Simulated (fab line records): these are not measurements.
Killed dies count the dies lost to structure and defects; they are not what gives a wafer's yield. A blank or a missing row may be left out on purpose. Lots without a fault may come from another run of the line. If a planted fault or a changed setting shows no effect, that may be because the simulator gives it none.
The tool behind it: which one? :: flow n5 finfet :: Sampling: 9 lots, 26 wafers, 5 of 1938 route steps

== WHAT THE GAUGES SHOWED, per wafer ==
N5_BEOL_M4_RC_MEAS_101. Usual: DIBL_N 35.3 mV/V, standard deviation 1.8; DIBL_P 35.2 mV/V, standard deviation 2.2; IOFF_N 0.144 nA/um, standard deviation 0.029; IOFF_P 0.19 nA/um, standard deviation 0.031; ION_N 670 uA/um, standard deviation 12; ION_P 460 uA/um, standard deviation 7.6; SS_N 71.2 mV/dec, standard deviation 0.62; SS_P 73.0 mV/dec, standard deviation 0.69; VT_N 251 mV, standard deviation 3.4; VT_P -251.4 mV, standard deviation 2.6.
lot: L209
measured: day 9 00:25
on: prober-02
DIBL_N (mV/V): 33.2 33.8 34.2
DIBL_P (mV/V): 33.2 34.6 34.7
IOFF_N (nA/um): 0.121 0.138 0.134
IOFF_P (nA/um): 0.16 0.19 0.19
ION_N (uA/um): 657 688 659
ION_P (uA/um): 446 471 456
SS_N (mV/dec): 70.9 70.9 70.6
SS_P (mV/dec): 72.7 72.6 73.1
VT_N (mV): 254 250 251
VT_P (mV): -255.4 -251.3 -249.5
flag: 

lot: L210
measured: day 9 18:31
on: prober-02
DIBL_N (mV/V): 35.0 35.8 33.7
DIBL_P (mV/V): 35.5 36.9 34.3
IOFF_N (nA/um): 0.112 0.119 0.097
IOFF_P (nA/um): 0.16 0.17 0.14
ION_N (uA/um): 661 655 664
ION_P (uA/um): 460 456 455
SS_N (mV/dec): 70.7 71.5 70.7
SS_P (mV/dec): 72.4 73.4 71.6
VT_N (mV): 258 256 257
VT_P (mV): -253.7 -254.2 -258.8
flag: 

lot: L211
measured: day 9 22:12
on: prober-02
DIBL_N (mV/V): 34.0 36.4 33.7
DIBL_P (mV/V): 33.6 36.8 32.6
IOFF_N (nA/um): 0.122 0.160 0.119
IOFF_P (nA/um): 0.19 0.25 0.18
ION_N (uA/um): 665 681 662
ION_P (uA/um): 463 473 459
SS_N (mV/dec): 71.0 71.7 69.9
SS_P (mV/dec): 72.7 73.3 72.2
VT_N (mV): 252 249 253
VT_P (mV): -251.3 -247.2 -250.4
flag: 

lot: L212
measured: day 10 14:41
on: prober-01
DIBL_N (mV/V): 33.6 34.9 34.4
DIBL_P (mV/V): 33.4 35.3 34.1
IOFF_N (nA/um): 0.115 0.136 0.120
IOFF_P (nA/um): 0.17 0.18 0.16
ION_N (uA/um): 649 664 659
ION_P (uA/um): 449 455 452
SS_N (mV/dec): 70.6 70.9 71.2
SS_P (mV/dec): 73.0 72.0 73.2
VT_N (mV): 256 253 254
VT_P (mV): -253.6 -253.6 -251.5
flag: 

lot: L217
measured: day 11 00:35
on: prober-02
DIBL_N (mV/V): 36.7 37.7
DIBL_P (mV/V): 36.3 38.2
IOFF_N (nA/um): 0.160 0.181
IOFF_P (nA/um): 0.20 0.24
ION_N (uA/um): 674 683
ION_P (uA/um): 458 464
SS_N (mV/dec): 72.1 71.9
SS_P (mV/dec): 73.6 74.0
VT_N (mV): 249 245
VT_P (mV): -250.1 -249.2
flag: 

lot: L220
measured: day 12 01:58
on: prober-02
DIBL_N (mV/V): 34.2 34.5 33.9
DIBL_P (mV/V): 32.6 33.0 33.0
IOFF_N (nA/um): 0.123 0.135 0.123
IOFF_P (nA/um): 0.18 0.18 0.18
ION_N (uA/um): 656 654 656
ION_P (uA/um): 451 447 451
SS_N (mV/dec): 71.4 71.1 71.0
SS_P (mV/dec): 72.7 73.1 72.3
VT_N (mV): 254 252 255
VT_P (mV): -250.7 -251.3 -251.9
flag: 

lot: L223
measured: day 12 16:12
on: prober-02
DIBL_N (mV/V): 36.3 37.0 35.9
DIBL_P (mV/V): 37.2 37.8 36.7
IOFF_N (nA/um): 0.165 0.197 0.163
IOFF_P (nA/um): 0.22 0.23 0.21
ION_N (uA/um): 667 681 681
ION_P (uA/um): 458 462 460
SS_N (mV/dec): 71.3 71.4 71.2
SS_P (mV/dec): 73.8 73.9 74.2
VT_N (mV): 249 245 250
VT_P (mV): -248.6 -246.4 -248.7
flag: 

lot: L224
measured: day 14 03:11
on: prober-02
DIBL_N (mV/V): 35.6 34.3 36.8
DIBL_P (mV/V): 36.8 33.9 37.6
IOFF_N (nA/um): 0.138 0.111 0.154
IOFF_P (nA/um): 0.20 0.16 0.21
ION_N (uA/um): 676 669 672
ION_P (uA/um): 467 466 458
SS_N (mV/dec): 71.4 71.0 71.3
SS_P (mV/dec): 73.2 72.4 73.4
VT_N (mV): 252 255 252
VT_P (mV): -252.4 -254.0 -252.4
flag: 

lot: L228
measured: day 13 21:32
on: prober-02
DIBL_N (mV/V): 34.2 32.6 33.4
DIBL_P (mV/V): 33.7 31.2 32.4
IOFF_N (nA/um): 0.142 0.108 0.120
IOFF_P (nA/um): 0.19 0.16 0.18
ION_N (uA/um): 685 667 684
ION_P (uA/um): 470 460 474
SS_N (mV/dec): 70.9 71.0 70.9
SS_P (mV/dec): 72.5 72.6 72.9
VT_N (mV): 250 253 254
VT_P (mV): -249.0 -253.1 -249.8
flag: 

== WHAT TOOL EACH LOT RAN ON (gives the tool, then ch and the chambers of the sampled wafers, and finally the start) ==
lot: L209
N5_HKMG_FIN_STRIP_89: rie diel-03 ch 0,3, day 4 13:14
N5_HKMG_FIN_ALD_21: ald metal-03 ch 2,3, day 4 15:00
N5_HKMG_FIN_ALD_72: cvd w-02 ch 0,1, day 4 15:22
N5_GATE_CUT_ETCHBACK_00: rie metal-03 ch 0,1, day 4 16:17

lot: L210
N5_HKMG_FIN_STRIP_89: rie diel-05 ch 0,1,3, day 4 15:31
N5_HKMG_FIN_ALD_21: ald metal-01 ch 1,2, day 4 17:17
N5_HKMG_FIN_ALD_72: cvd w-01 ch 0,1, day 4 17:39
N5_GATE_CUT_ETCHBACK_00: rie metal-02 ch 0,1, day 4 18:40

lot: L211
N5_HKMG_FIN_STRIP_89: rie diel-05 ch 0,3, day 4 23:20
N5_HKMG_FIN_ALD_21: ald metal-02 ch 1,2,3, day 5 01:06
N5_HKMG_FIN_ALD_72: cvd w-01 ch 0,1, day 5 01:29
N5_GATE_CUT_ETCHBACK_00: rie metal-02 ch 0,1, day 5 02:25

lot: L212
N5_HKMG_FIN_STRIP_89: rie diel-03 ch 0,3, day 5 04:46
N5_HKMG_FIN_ALD_21: ald metal-02 ch 0,1, day 5 06:33
N5_HKMG_FIN_ALD_72: cvd w-01 ch 0,1, day 5 06:55
N5_GATE_CUT_ETCHBACK_00: rie metal-03 ch 0, day 5 07:50

lot: L217
N5_HKMG_FIN_STRIP_89: rie diel-05 ch 1,3, day 6 10:21
N5_HKMG_FIN_ALD_21: ald metal-02 ch 0,3, day 6 12:26
N5_HKMG_FIN_ALD_72: cvd w-02 ch 0,1, day 6 12:47
N5_GATE_CUT_ETCHBACK_00: rie metal-02 ch 0,1, day 6 13:43

lot: L220
N5_HKMG_FIN_STRIP_89: rie diel-04 ch 0,2, day 7 07:52
N5_HKMG_FIN_ALD_21: ald metal-02 ch 2,3, day 7 10:20
N5_HKMG_FIN_ALD_72: cvd w-02 ch 0,1, day 7 10:42
N5_GATE_CUT_ETCHBACK_00: rie metal-03 ch 0,1, day 7 11:37

lot: L223
N5_HKMG_FIN_STRIP_89: rie diel-04 ch 0,1,3, day 7 23:15
N5_HKMG_FIN_ALD_21: ald metal-03 ch 0,1, day 8 01:01
N5_HKMG_FIN_ALD_72: cvd w-02 ch 1, day 8 01:22
N5_GATE_CUT_ETCHBACK_00: rie metal-03 ch 0,1, day 8 07:47

lot: L224
N5_HKMG_FIN_STRIP_89: rie diel-03 ch 0,3, day 8 08:34
N5_HKMG_FIN_ALD_21: ald metal-03 ch 1,2,3, day 8 10:35
N5_HKMG_FIN_ALD_72: cvd w-01 ch 0,1, day 8 10:57
N5_GATE_CUT_ETCHBACK_00: rie metal-03 ch 0,1, day 8 11:52

lot: L228
N5_HKMG_FIN_STRIP_89: rie diel-04 ch 0,2,3, day 9 07:07
N5_HKMG_FIN_ALD_21: ald metal-01 ch 0,1,2, day 9 08:55
N5_HKMG_FIN_ALD_72: cvd w-01 ch 0,1, day 9 09:17
N5_GATE_CUT_ETCHBACK_00: rie metal-01 ch 0,1, day 9 10:11
- N5_HKMG_FIN_STRIP_89: strips SOC in N2/H2, time 20 s.
- N5_HKMG_FIN_ALD_21: deposits TiN, target thk 1.5 nm, pulse time 1 s, purge time 3 s.
- N5_HKMG_FIN_ALD_72: deposits W, target thk 2 nm, pulse time 1 s, purge time 2 s.
- N5_GATE_CUT_ETCHBACK_00: etches W in SF6/Cl2.

== WHAT THE TOOLS THEMSELVES READ (means of the sampled wafers that have a number; where no wafer has one, the mark that the record gives instead) ==
N5_HKMG_FIN_STRIP_89. Usual: drypump motor current A 5.8 A, standard deviation 0.37; oes product au 0.79 a.u., standard deviation 0.1; power w 500.1 W, standard deviation 1.6; rf vpp V 54.2 V, standard deviation 0.91; showerhead plenum p Torr 3.35 Torr, standard deviation 0.15; throttle valve pct 19.20 %, standard deviation 0.29.
lot: L209
tool: rie diel-03
drypump motor current A (A): 5.7
oes product au (a.u.): 0.74
power w (W): 500.3
rf vpp V (V): 53.4
showerhead plenum p Torr (Torr): 3.24
throttle valve pct (%): 19.01
flag: 

lot: L210
tool: rie diel-05
drypump motor current A (A): 5.3
oes product au (a.u.): 0.88
power w (W): 501.3
rf vpp V (V): 54.3
showerhead plenum p Torr (Torr): 3.45
throttle valve pct (%): 19.31
flag: 

lot: L211
tool: rie diel-05
drypump motor current A (A): 5.2
oes product au (a.u.): 0.79
power w (W): 499.6
rf vpp V (V): 55.2
showerhead plenum p Torr (Torr): 3.41
throttle valve pct (%): 19.17
flag: 

lot: L212
tool: rie diel-03
drypump motor current A (A): 5.6
oes product au (a.u.): 0.71
power w (W): 499.6
rf vpp V (V): 54.9
showerhead plenum p Torr (Torr): 3.34
throttle valve pct (%): 18.92
flag: 

lot: L217
tool: rie diel-05
drypump motor current A (A): 5.2
oes product au (a.u.): 0.90
power w (W): 499.9
rf vpp V (V): 54.5
showerhead plenum p Torr (Torr): 3.50
throttle valve pct (%): 19.45
flag: 

lot: L220
tool: rie diel-04
drypump motor current A (A): 6.0
oes product au (a.u.): 0.90
power w (W): 500.1
rf vpp V (V): 54.2
showerhead plenum p Torr (Torr): 3.38
throttle valve pct (%): 19.18
flag: 

lot: L223
tool: rie diel-04
drypump motor current A (A): 6.2
oes product au (a.u.): 0.86
power w (W): 500.6
rf vpp V (V): 54.6
showerhead plenum p Torr (Torr): 3.40
throttle valve pct (%): 19.30
flag: 

lot: L224
tool: rie diel-03
drypump motor current A (A): 5.7
oes product au (a.u.): 0.72
power w (W): 499.9
rf vpp V (V): 53.8
showerhead plenum p Torr (Torr): 3.22
throttle valve pct (%): 19.07
flag: 

lot: L228
tool: rie diel-04
drypump motor current A (A): 6.2
oes product au (a.u.): 0.81
power w (W): 499.6
rf vpp V (V): 53.4
showerhead plenum p Torr (Torr): 3.38
throttle valve pct (%): 19.36
flag: 

N5_HKMG_FIN_ALD_21. Usual: heater power w 873 W, standard deviation 96; precursor pulse height rel 1.002, standard deviation 0.021.
lot: L209
tool: ald metal-03
heater power w (W): 996
precursor pulse height rel: 1.000
flag: 

lot: L210
tool: ald metal-01
heater power w (W): 872
precursor pulse height rel: 0.997
flag: 

lot: L211
tool: ald metal-02
heater power w (W): 847
precursor pulse height rel: 0.991
flag: 

lot: L212
tool: ald metal-02
heater power w (W): 774
precursor pulse height rel: 1.012
flag: 

lot: L217
tool: ald metal-02
heater power w (W): 909
precursor pulse height rel: 0.992
flag: 

lot: L220
tool: ald metal-02
heater power w (W): 930
precursor pulse height rel: 1.025
flag: 

lot: L223
tool: ald metal-03
heater power w (W): 785
precursor pulse height rel: 0.997
flag: 

lot: L224
tool: ald metal-03
heater power w (W): 916
precursor pulse height rel: 1.014
flag: 

lot: L228
tool: ald metal-01
heater power w (W): 907
precursor pulse height rel: 1.014
flag: 

N5_HKMG_FIN_ALD_72. Usual: heater power w 497 W, standard deviation 89; precursor pulse height rel 0.998, standard deviation 0.019.
lot: L209
tool: cvd w-02
heater power w (W): 585
precursor pulse height rel: 1.000
flag: 

lot: L210
tool: cvd w-01
heater power w (W): 472
precursor pulse height rel: 1.006
flag: 

lot: L211
tool: cvd w-01
heater power w (W): 469
precursor pulse height rel: 1.010
flag: 

lot: L212
tool: cvd w-01
heater power w (W): 475
precursor pulse height rel: 0.998
flag: 

lot: L217
tool: cvd w-02
heater power w (W): 536
precursor pulse height rel: 1.000
flag: 

lot: L220
tool: cvd w-02
heater power w (W): 579
precursor pulse height rel: 1.016
flag: 

lot: L223
tool: cvd w-02
heater power w (W): 428
precursor pulse height rel: 1.025
flag: 

lot: L224
tool: cvd w-01
heater power w (W): 469
precursor pulse height rel: 0.997
flag: 

lot: L228
tool: cvd w-01
heater power w (W): 473
precursor pulse height rel: 0.981
flag: 

N5_GATE_CUT_ETCHBACK_00. Usual: drypump motor current A 5.9 A, standard deviation 0.31; oes product au 0.77 a.u., standard deviation 0.088; throttle valve pct 27.48 %, standard deviation 0.21.
lot: L209
tool: rie metal-03
drypump motor current A (A): 5.9
oes product au (a.u.): 0.60
throttle valve pct (%): 27.68
flag: 

lot: L210
tool: rie metal-02
drypump motor current A (A): 5.8
oes product au (a.u.): 0.79
throttle valve pct (%): 27.31
flag: 

lot: L211
tool: rie metal-02
drypump motor current A (A): 5.7
oes product au (a.u.): 0.75
throttle valve pct (%): 27.35
flag: 

lot: L212
tool: rie metal-03
drypump motor current A (A): 6.0
oes product au (a.u.): 0.63
throttle valve pct (%): 27.68
flag: 

lot: L217
tool: rie metal-02
drypump motor current A (A): 5.8
oes product au (a.u.): 0.77
throttle valve pct (%): 27.33
flag: 

lot: L220
tool: rie metal-03
drypump motor current A (A): 5.9
oes product au (a.u.): 0.71
throttle valve pct (%): 27.59
flag: 

lot: L223
tool: rie metal-03
drypump motor current A (A): 5.9
oes product au (a.u.): 0.71
throttle valve pct (%): 27.59
flag: 

lot: L224
tool: rie metal-03
drypump motor current A (A): 5.9
oes product au (a.u.): 0.80
throttle valve pct (%): 27.48
flag: 

lot: L228
tool: rie metal-01
drypump motor current A (A): 6.3
oes product au (a.u.): 0.82
throttle valve pct (%): 27.63
flag: 

== THE ANSWER, worked out from the rows above alone ==
Rule: take the mean of a lot's wafers that have a number; if it is more than 3 standard deviations from the usual mean, the lot is off. Also off: a lot with no number at a reading for which 4 or more lots have one. All remaining lots with rows at the step are treated as sound. First the gauges in route order, then the tools' own readings, where a lot's mean is used as printed above. At the first step where some lot is off, the reading lying furthest off is the one used; lots without a number count as furthest.
Nothing can be told from this: no lot is off at any reading shown.

== WHAT HAD BEEN PUT IN BY THE SIMULATOR ==
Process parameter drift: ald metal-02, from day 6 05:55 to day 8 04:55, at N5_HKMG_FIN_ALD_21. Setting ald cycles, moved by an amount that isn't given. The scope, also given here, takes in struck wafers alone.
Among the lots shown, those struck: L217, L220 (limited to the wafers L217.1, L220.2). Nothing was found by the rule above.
